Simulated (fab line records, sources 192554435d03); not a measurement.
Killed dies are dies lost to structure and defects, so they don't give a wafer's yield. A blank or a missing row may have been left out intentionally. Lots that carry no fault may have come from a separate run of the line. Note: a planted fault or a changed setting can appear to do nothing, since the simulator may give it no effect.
fab line records ; flow n5Finfet
record: lots: 11; wafers: 33; lastDay: 17
route steps=1938 shown BEOL_M2@914 PAD_METAL@1893 PASSIVATION@1910
lots with no fault: from the same line, run without faults
startH: hours from the record's first day to the start of the lot's first wafer shown ; waitH: how many hours have passed since the lot's step before this one ; " identical to the entry in the row above ; L1.1+2: several wafers, shown together as one row ; - no value, or no start given ; * or withheld: withheld ; < > ~ a bound
route shown NAME@n: names a module that has steps shown in the file, with the first one's number in the route ; usual: mean/standard deviation taken from wafers without a fault ; same: alike in all rows ; chamber/n: place in a boat ; sites: readings site by site ; _std_site: the values' standard deviation ; _edge_site: mean of outer sites minus mean of inner sites ; radiusMm: for every site, how far away it sits from the centre of the wafer ; mask NAME#n: copy n ; behind: the most recent tool/chamber to have shaped the wafer ; hold: what put the lot on hold/how long, in hours/how the hold closed ; device: which transistor (n, p or np) failed to switch ; end of line: tests run on the same wafers once the route is complete ; for a step that has no rows: nothing shown but its recipe ; killed: count of dies lost to structure and defects at first sort (not the wafer's yield) ; map: a wafer's dies, x killed, . not, _ none there
set.NAME: the run value of the setting; set.NAME@STEP: its run value at that earlier step ; model.NAME: the simulator's own value behind a step, which no gauge read
steps of the route over a sample of lots; a table a step, a row a wafer
services: the hour from which a tool's chamber was out of use, counted from the record's first day as startH (under 0 if before that day), plus the number of hours and why
== steps ==
step: N5_BEOL_M2_SPUTTER_90
recipe: material: Cu; targetThkA: 45; tempC: -20; chamberPressurePa: 0.07; powerW: withheld; timeS: 8.29
usual: throttleValvePct: 29.7/0.98
lot.wafer;tool;chamber;startH;waitH;throttleValvePct
L118.1;pvdSputter-01;-;144.94;0.1;28.9
L118.2;pvdSputter-01;-;144.94;0.1;28.4
L118.3;pvdSputter-01;-;144.94;0.1;30.3
L121.3;pvdSputter-02;-;160.22;0.1;30.3
L121.4;pvdSputter-02;-;160.22;0.1;30.5
L121.6;pvdSputter-02;-;160.22;0.1;28.9
L120.3;pvdSputter-01;-;163.80;0.1;28.8
L120.4;pvdSputter-01;-;163.80;0.1;30.2
L120.6;pvdSputter-01;-;163.80;0.1;29.0
L122.2;pvdSputter-02;-;166.76;0.1;30.4
L122.4;pvdSputter-02;-;166.76;0.1;28.7
L122.5;pvdSputter-02;-;166.76;0.1;30.3
L124.1;pvdSputter-01;-;171.72;0.1;31.1
L124.4;pvdSputter-01;-;171.72;0.1;30.3
L124.6;pvdSputter-01;-;171.72;0.1;30.2
L123.3;pvdSputter-02;-;172.42;0.1;30.1
L123.4;pvdSputter-02;-;172.42;0.1;29.9
L123.6;pvdSputter-02;-;172.42;0.1;28.9
L130.1;pvdSputter-03;-;223.55;0.1;29.8
L130.2;pvdSputter-03;-;223.55;0.1;29.3
L130.4;pvdSputter-03;-;223.55;0.1;31.4
L128.1;pvdSputter-02;-;224.50;0.1;28.8
L128.5;pvdSputter-02;-;224.50;0.1;30.1
L128.6;pvdSputter-02;-;224.50;0.1;29.8
L134.2;pvdSputter-01;-;233.33;0.1;28.3
L134.3;pvdSputter-01;-;233.33;0.1;31.5
L134.4;pvdSputter-01;-;233.33;0.1;29.0
L136.2;pvdSputter-01;-;253.33;0.1;31.2
L136.5;pvdSputter-01;-;253.33;0.1;28.7
L136.6;pvdSputter-01;-;253.33;0.1;31.2
L139.2;pvdSputter-03;-;270.50;0.1;27.9
L139.4;pvdSputter-03;-;270.50;0.1;31.1
L139.5;pvdSputter-03;-;270.50;0.1;29.4
step: N5_PASSIVATION_DEGAS_18
recipe: ambient: vacuum; tempC: 300; timeS: 60
usual: heaterPowerW: 488/79
lot.wafer;tool;chamber;startH;waitH;heaterPowerW
L118.1;pvdSputter-01;-;265.91;0.7;407
L118.2;pvdSputter-01;-;265.91;0.7;481
L118.3;pvdSputter-01;-;265.91;0.7;465
L120.3;pvdSputter-01;-;274.70;0.2;453
L120.4;pvdSputter-01;-;274.70;0.2;469
L120.6;pvdSputter-01;-;274.70;0.2;470
L121.3;pvdSputter-02;-;275.42;0.3;518
L121.4;pvdSputter-02;-;275.42;0.3;594
L121.6;pvdSputter-02;-;275.42;0.3;553
L122.2;pvdSputter-03;-;287.35;0.8;661
L122.4;pvdSputter-03;-;287.35;0.8;471
L122.5;pvdSputter-03;-;287.35;0.8;427
L123.3;pvdSputter-02;-;288.68;0.2;386
L123.4;pvdSputter-02;-;288.68;0.2;579
L123.6;pvdSputter-02;-;288.68;0.2;568
L124.1;pvdSputter-03;-;300.42;0.2;387
L124.4;pvdSputter-03;-;300.42;0.2;661
L124.6;pvdSputter-03;-;300.42;0.2;468
L130.1;pvdSputter-02;-;353.22;0.3;518
L130.2;pvdSputter-02;-;353.22;0.3;578
L130.4;pvdSputter-02;-;353.22;0.3;570
L128.1;pvdSputter-03;-;353.33;0.2;671
L128.5;pvdSputter-03;-;353.33;0.2;459
L128.6;pvdSputter-03;-;353.33;0.2;384
L134.2;pvdSputter-02;-;354.92;0.3;595
L134.3;pvdSputter-02;-;354.92;0.3;580
L134.4;pvdSputter-02;-;354.92;0.3;378
L136.2;pvdSputter-02;-;380.44;0.3;557
L136.5;pvdSputter-02;-;380.44;0.3;583
L136.6;pvdSputter-02;-;380.44;0.3;384
L139.2;pvdSputter-02;-;391.96;0.2;514
L139.4;pvdSputter-02;-;391.96;0.2;576
L139.5;pvdSputter-02;-;391.96;0.2;391
step: N5_PASSIVATION_ETCH_59
recipe: chemistry: Cl2/BCl3; target: TaN; targetDepthA: 650; timeS: 34.9; ionEnergyEv: 100; pressureMtorr: 10; icpW: 900; biasW: 100; Cl2_flow_sccm: 60; bcl3FlowSccm: 30
usual: drypumpMotorCurrentA: 5.6/0.5; mfcCl2Sccm: 59.97/0.17; oesProductAu: 0.80/0.11; throttleValvePct: 21.25/0.26
lot.wafer;tool;chamber;startH;waitH;drypumpMotorCurrentA;mfcCl2Sccm;oesProductAu;rfHoursCounterH;throttleValvePct
L118.1;rieMetal-02;0;267.69;0.3;6.1;59.93;0.89;17;21.02
L118.2;rieMetal-02;1;267.69;0.3;5.5;59.87;0.66;94;21.59
L118.3;rieMetal-02;1;267.69;0.3;5.5;59.82;0.67;-;21.56
L120.3;rieMetal-02;1;276.08;0.2;5.5;59.87;0.66;-;21.57
L120.4;rieMetal-02;0;276.08;0.2;6.1;59.80;0.88;-;21.01
L120.6;rieMetal-02;1;276.08;0.2;5.5;60.18;0.66;-;21.57
L121.3;rieMetal-01;0;276.80;0.2;4.9;60.14;0.98;-;21.01
L121.4;rieMetal-01;1;276.80;0.2;6.1;60.13;0.65;-;21.51
L121.6;rieMetal-01;0;276.80;0.2;4.9;59.97;0.98;-;20.98
L122.2;rieMetal-03;0;288.70;0.3;6.0;59.86;0.81;34;21.49
L122.4;rieMetal-03;0;288.70;0.3;6.0;60.28;0.80;-;21.47
L122.5;rieMetal-03;0;288.70;0.3;6.0;60.00;0.81;-;21.47
L123.3;rieMetal-02;1;290.12;0.2;5.5;60.00;0.67;-;21.55
L123.4;rieMetal-02;0;290.12;0.2;6.1;60.02;0.87;-;21.01
L123.6;rieMetal-02;1;290.12;0.2;5.5;60.32;0.67;-;21.57
L124.1;rieMetal-01;1;301.77;0.3;6.0;59.77;0.64;102;21.52
L124.4;rieMetal-01;0;301.77;0.3;4.9;60.20;0.95;-;21.01
L124.6;rieMetal-01;1;301.77;0.3;6.0;59.69;0.65;-;21.53
L128.1;rieMetal-01;0;354.73;0.3;4.9;60.03;0.91;8;21.02
L128.5;rieMetal-01;0;354.73;0.3;4.9;60.04;0.91;-;21.03
L128.6;rieMetal-01;1;354.73;0.3;6.1;60.17;0.64;-;21.53
L130.1;rieMetal-03;0;355.02;0.7;6.0;60.25;0.79;40;21.49
L130.2;rieMetal-03;0;355.02;0.7;6.0;59.85;0.79;-;21.48
L130.4;rieMetal-03;0;355.02;0.7;6.0;59.94;0.78;-;21.51
L134.2;rieMetal-03;0;356.71;0.6;6.1;59.79;0.78;-;21.50
L134.3;rieMetal-03;0;356.71;0.6;6.1;60.04;0.78;-;21.49
L134.4;rieMetal-03;0;356.71;0.6;6.1;60.04;0.78;-;21.50
L136.2;rieMetal-01;0;382.23;0.6;4.9;59.70;0.89;-;21.04
L136.5;rieMetal-01;0;382.23;0.6;4.9;59.98;0.88;-;21.04
L136.6;rieMetal-01;0;382.23;0.6;4.9;59.81;0.89;-;21.01
L139.2;rieMetal-01;0;393.77;0.6;4.9;60.06;0.88;-;21.04
L139.4;rieMetal-01;0;393.77;0.6;4.9;59.76;0.87;-;21.05
L139.5;rieMetal-01;0;393.77;0.6;4.9;59.89;0.87;-;21.03
step: N5_PASSIVATION_PASS_ETCH_47
recipe: chemistry: CF4/O2; target: SiNx; targetDepthA: 7700; timeS: 385; ionEnergyEv: 100; pressureMtorr: 40; sourceW: 535; biasW: 49; Ar_flow_sccm: 100; cf4FlowSccm: 100; O2_flow_sccm: 10
usual: drypumpMotorCurrentA: 5.4/0.39; oesProductAu: 0.79/0.094; rfVppV: 242/3.4; showerheadPlenumPTorr: 2.21/0.088; throttleValvePct: 15.85/0.19
lot.wafer;tool;chamber;startH;waitH;drypumpMotorCurrentA;oesProductAu;rfHoursCounterH;rfVppV;showerheadPlenumPTorr;throttleValvePct
L118.1;rieDiel-04;2;269.10;0.0;4.8;0.84;70;243;2.15;15.78
L118.2;rieDiel-04;1;269.10;0.0;5.3;0.69;241;238;2.26;16.15
L118.3;rieDiel-04;3;269.10;0.0;5.6;0.68;223;246;2.09;15.96
L120.3;rieDiel-05;3;277.33;0.0;5.7;0.84;50;242;2.32;15.73
L120.4;rieDiel-05;0;277.33;0.0;5.0;0.77;106;240;2.22;15.57
L120.6;rieDiel-05;1;277.33;0.0;5.5;0.71;-;243;2.11;16.08
L121.3;rieDiel-04;2;278.35;0.0;4.8;0.84;74;242;2.14;15.79
L121.4;rieDiel-04;0;278.35;0.0;5.9;0.68;226;237;2.10;16.12
L121.6;rieDiel-04;1;278.35;0.0;5.3;0.69;-;239;2.26;16.17
L122.2;rieDiel-05;3;290.11;0.0;5.7;0.83;55;242;2.32;15.75
L122.4;rieDiel-05;0;290.11;0.0;5.0;0.77;111;239;2.22;15.61
L122.5;rieDiel-05;1;290.11;0.0;5.5;0.71;-;244;2.10;16.11
L123.3;rieDiel-04;3;291.62;0.0;5.6;0.68;232;246;2.09;16.00
L123.4;rieDiel-04;3;291.62;0.0;5.6;0.68;-;248;2.09;16.00
L123.6;rieDiel-04;2;291.62;0.0;4.8;0.82;-;244;2.14;15.83
L124.1;rieDiel-04;0;303.38;0.0;5.9;0.67;237;239;2.09;16.16
L124.4;rieDiel-04;3;303.38;0.0;5.7;0.68;-;248;2.09;16.02
L124.6;rieDiel-04;2;303.38;0.0;4.8;0.83;-;245;2.14;15.82
L128.1;rieDiel-05;3;356.14;0.0;5.7;0.80;80;243;2.31;15.79
L128.5;rieDiel-05;0;356.14;0.0;5.0;0.75;-;240;2.21;15.64
L128.6;rieDiel-05;1;356.14;0.0;5.5;0.69;-;244;2.10;16.14
L130.1;rieDiel-02;0;357.10;0.0;5.7;0.67;268;243;2.08;16.07
L130.2;rieDiel-02;1;357.10;0.0;5.0;0.78;102;235;2.23;15.74
L130.4;rieDiel-02;0;357.10;0.0;5.7;0.67;-;242;2.08;16.06
L134.2;rieDiel-04;0;358.86;0.0;5.9;0.99;0;242;2.35;15.64
L134.3;rieDiel-04;1;358.86;0.0;5.3;0.90;20;239;2.25;15.78
L134.4;rieDiel-04;1;358.86;0.0;5.3;0.90;-;239;2.25;15.76
L136.2;rieDiel-02;3;383.70;0.0;5.4;0.80;109;239;2.23;15.94
L136.5;rieDiel-02;2;383.70;0.0;5.9;0.93;-;234;2.25;15.73
L136.6;rieDiel-02;1;383.70;0.0;5.0;0.77;-;236;2.23;15.76
L139.2;rieDiel-04;0;395.40;0.0;5.8;0.90;18;242;2.34;15.66
L139.4;rieDiel-04;2;395.40;0.0;4.8;0.79;122;243;2.13;15.90
L139.5;rieDiel-04;3;395.40;0.0;5.6;0.96;-;239;2.34;15.57
step: N5_PASSIVATION_PROBE_49
usual: defectLimitedYield: 91.7/1.5; killed_at_M0_to_M3: 32/9.6; killed_at_M4_up: 13/5.3; killedAtContacts: 12/6.8; killedAtFrontEnd: 36/9.8; killedAtOther: 4/3.1; killedDies: 98/17; killedOpen: 65/13; killedShort: 32/8.5; sort_bin_5_function: 4.9/0.93; sort_bin_6_memory: 3.2/0.67; sort_bin_8_speed: 0.00/0.02; sortNPass: 1082/17; sortYieldPct: 91.7/1.4
same: grossDies: 1180; killedAtBackSide: 0; sort_bin_4_leakage[%]: 0
lot.wafer;tool;chamber;startH;waitH;defectLimitedYield[%];killed_at_M0_to_M3;killed_at_M4_up;killedAtContacts;killedAtFrontEnd;killedAtOther;killedDies;killedOpen;killedShort;sort_bin_5_function[%];sort_bin_6_memory[%];sort_bin_8_speed[%];sortNPass;sortYieldPct[%]
L121.3;prober-02;-;281.45;0.1;93.6;23;10;9;31;3;76;49;26;3.1;2.9;0;1104;93.6
L121.4;prober-02;-;281.50;0.2;92.6;22;14;10;39;2;87;48;38;4.3;2.9;0;1093;92.6
L121.6;prober-02;-;281.60;0.3;92.0;24;13;3;49;5;94;58;34;4.7;3.1;0;1086;92.0
L124.1;prober-01;-;306.38;0.0;91.1;17;15;13;45;15;105;68;35;5.7;3.0;0;1075;91.1
L124.4;prober-01;-;306.53;0.2;90.0;44;11;16;41;6;118;81;37;5.6;3.8;0;1062;90.0
L124.6;prober-01;-;306.63;0.3;92.2;20;19;14;35;4;92;57;35;4.2;3.2;0;1088;92.2
L128.1;prober-02;-;359.15;0.0;92.2;36;6;6;38;6;92;52;38;3.7;3.6;0;1088;92.2
L128.5;prober-02;-;359.35;0.2;80.4;173;14;12;31;1;231;51;36;11.7;4.3;0;949;80.4
L128.6;prober-02;-;359.40;0.3;90.7;31;17;15;40;7;110;68;36;5.3;3.3;0;1070;90.7
L136.2;prober-01;-;386.76;0.1;91.1;15;9;33;45;3;105;63;40;5.5;3.0;0;1075;91.1
L136.5;prober-01;-;386.91;0.2;90.8;18;12;21;54;4;109;78;26;5.0;4.2;0;1071;90.8
L136.6;prober-01;-;386.96;0.3;93.7;17;7;11;34;5;74;49;21;3.5;2.7;0;1106;93.7
killed by level:class
L121.3 FIN_SAQP:geometricParticle:short=10 MOL_CONTACT_COAG:geometricParticle:open=9 GATE_CUT:geometricParticle:short=7 BEOL_M1:geometricParticle:open=7 FIN_SAQP:geometricParticle:open=5 BEOL_M4:geometricParticle:open=5 BEOL_M0_SAQP:geometricParticle:open=4 BEOL_M2:geometricParticle:open=4
L121.4 FIN_SAQP:geometricParticle:short=13 MOL_CONTACT_COAG:geometricParticle:open=8 FIN_SAQP:geometricParticle:open=6 STI_FIN_REVEAL:geometricParticle:open=6 BEOL_M0_SAQP:geometricParticle:short=5 BEOL_M1:geometricParticle:open=5 BEOL_M2:geometricParticle:open=5 STI_FIN_REVEAL:geometricParticle:short=3
L121.6 FIN_SAQP:geometricParticle:open=10 GATE_CUT:geometricParticle:short=7 BEOL_M1:geometricParticle:open=6 BEOL_M0_SAQP:geometricParticle:open=5 STARTING-WAFER:geometricParticle:open=5 FIN_SAQP:geometricParticle:short=4 DUMMY_GATE:geometricParticle:open=4 GATE_CUT:geometricParticle:open=4
L124.1 FIN_SAQP:geometricParticle:open=13 FIN_SAQP:geometricParticle:short=9 MOL_CONTACT_COAG:geometricParticle:open=9 STI_FIN_REVEAL:geometricParticle:open=8 BEOL_M3:geometricParticle:open=8 GATE_CUT:geometricParticle:short=4 MOL_CONTACT_COAG:geometricParticle:short=4 BEOL_M0_SAQP:geometricParticle:short=4
L124.4 MOL_CONTACT_COAG:geometricParticle:open=14 BEOL_M0_SAQP:geometricParticle:short=12 BEOL_M0_SAQP:geometricParticle:open=10 STI_FIN_REVEAL:geometricParticle:open=10 DUMMY_GATE:geometricParticle:open=8 BEOL_M3:geometricParticle:open=8 BEOL_M1:geometricParticle:open=6 STARTING-WAFER:geometricParticle:short=6
L124.6 STI_FIN_REVEAL:geometricParticle:open=11 MOL_CONTACT_COAG:geometricParticle:open=11 BEOL_M4:geometricParticle:open=9 FIN_SAQP:geometricParticle:short=8 BEOL_M3:geometricParticle:open=5 FIN_SAQP:geometricParticle:open=4 BEOL_M4:geometricParticle:short=4 DUMMY_GATE:geometricParticle:open=3
L128.1 BEOL_M0_SAQP:geometricParticle:open=13 FIN_SAQP:geometricParticle:short=9 BEOL_M0_SAQP:geometricParticle:short=9 FIN_SAQP:geometricParticle:open=7 STI_FIN_REVEAL:geometricParticle:open=7 GATE_CUT:geometricParticle:short=7 MOL_CONTACT_COAG:geometricParticle:open=6 BEOL_M0:geometricParticle:open=4
L128.5 BEOL_M2:unspecified=144 MOL_CONTACT_COAG:geometricParticle:open=8 FIN_SAQP:geometricParticle:short=6 BEOL_M0:geometricParticle:open=6 GATE_CUT:geometricParticle:open=6 BEOL_M0_SAQP:geometricParticle:short=6 BEOL_M4:geometricParticle:open=6 FIN_SAQP:geometricParticle:open=4
L128.6 MOL_CONTACT_COAG:geometricParticle:open=13 BEOL_M2:geometricParticle:open=10 BEOL_M4:geometricParticle:open=10 GATE_CUT:geometricParticle:short=8 GATE_CUT:geometricParticle:open=7 HKMG_FIN:areaEtch=6 BEOL_M0:geometricParticle:open=5 BEOL_M0_SAQP:geometricParticle:short=4
L136.2 MOL_CONTACT_COAG:geometricParticle:open=26 STI_FIN_REVEAL:geometricParticle:open=11 FIN_SAQP:geometricParticle:short=7 MOL_CONTACT_COAG:geometricParticle:short=7 BEOL_M4:geometricParticle:open=6 BEOL_M0_SAQP:geometricParticle:open=5 BEOL_M0_SAQP:geometricParticle:short=5 FIN_SAQP:geometricParticle:open=4
L136.5 STI_FIN_REVEAL:geometricParticle:open=22 MOL_CONTACT_COAG:geometricParticle:open=17 GATE_CUT:geometricParticle:short=9 STI_FIN_REVEAL:geometricParticle:short=7 BEOL_M4:geometricParticle:open=6 BEOL_M2:geometricParticle:open=5 BEOL_M3:geometricParticle:open=4 BEOL_M1:geometricParticle:open=4
L136.6 STI_FIN_REVEAL:geometricParticle:open=11 MOL_CONTACT_COAG:geometricParticle:open=8 BEOL_M3:geometricParticle:open=5 BEOL_M4:geometricParticle:open=4 GATE_CUT:geometricParticle:open=3 BEOL_M1:geometricParticle:open=3 STARTING-WAFER:geometricParticle:short=3 STI_FIN_REVEAL:geometricParticle:short=2
== services ==
tool;chamber;startH;hours;kind
pvdSputter-03;-;124.48;12.1;repair
pvdSputter-01;-;129.67;3.7;repair
rieMetal-01;1;141.20;28.3;repair
rieDiel-04;3;144.48;1.3;repair
pvdSputter-03;-;150.18;7.7;repair
rieDiel-04;1;165.57;6.6;repair
rieMetal-01;0;167.21;9.9;repair
rieDiel-02;1;169.13;2.1;repair
rieDiel-04;-;212.45;14.6;pm
rieDiel-05;0;213.96;11.5;repair
rieMetal-03;-;245.41;2.8;pm
rieDiel-05;1;253.43;2.5;repair
rieDiel-02;-;273.16;0.6;repair
rieDiel-05;-;278.82;0.5;repair
rieDiel-05;2;282.21;3.3;repair
rieMetal-03;1;308.49;1.2;repair
rieDiel-02;3;310.74;16.3;repair
rieDiel-04;0;330.12;3.0;repair
rieDiel-05;2;333.81;16.7;repair
rieDiel-04;3;346.95;4.0;repair
rieMetal-03;1;352.13;5.4;repair
rieMetal-02;-;353.89;0.2;repair
rieDiel-05;-;364.22;2.8;pm
pvdSputter-01;-;379.91;1.3;repair
== key ==
firstSign: step: N5_PASSIVATION_PROBE_49; reading: killed_at_M0_to_M3; direction: up; sigmas: 15; usual: 32; struck: 173
effect: step: N5_PASSIVATION_PROBE_49; reading: defectLimitedYield; direction: down; sigmas: 7.7; usual: 91.7; struck: 80.4
moreKillsBornAt: N5_BEOL_M2_SPUTTER_90@pvdSputter-02: 144
metAt N5_BEOL_M2_SPUTTER_90
struckLots L128
struckWafers L128.5
notActingAt N5_PASSIVATION_DEGAS_18,N5_PASSIVATION_ETCH_59,N5_PASSIVATION_PASS_ETCH_47
onsetBetween 172.42 224.50
fault: kind: chamberParticleSource; tool: pvdSputter-02; chamber: -; onsetH: 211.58; steps: N5_BEOL_M2_SPUTTER_90; ratePerVisitCm2: 1.3646; endH: 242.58; scope: struckWafersOnly
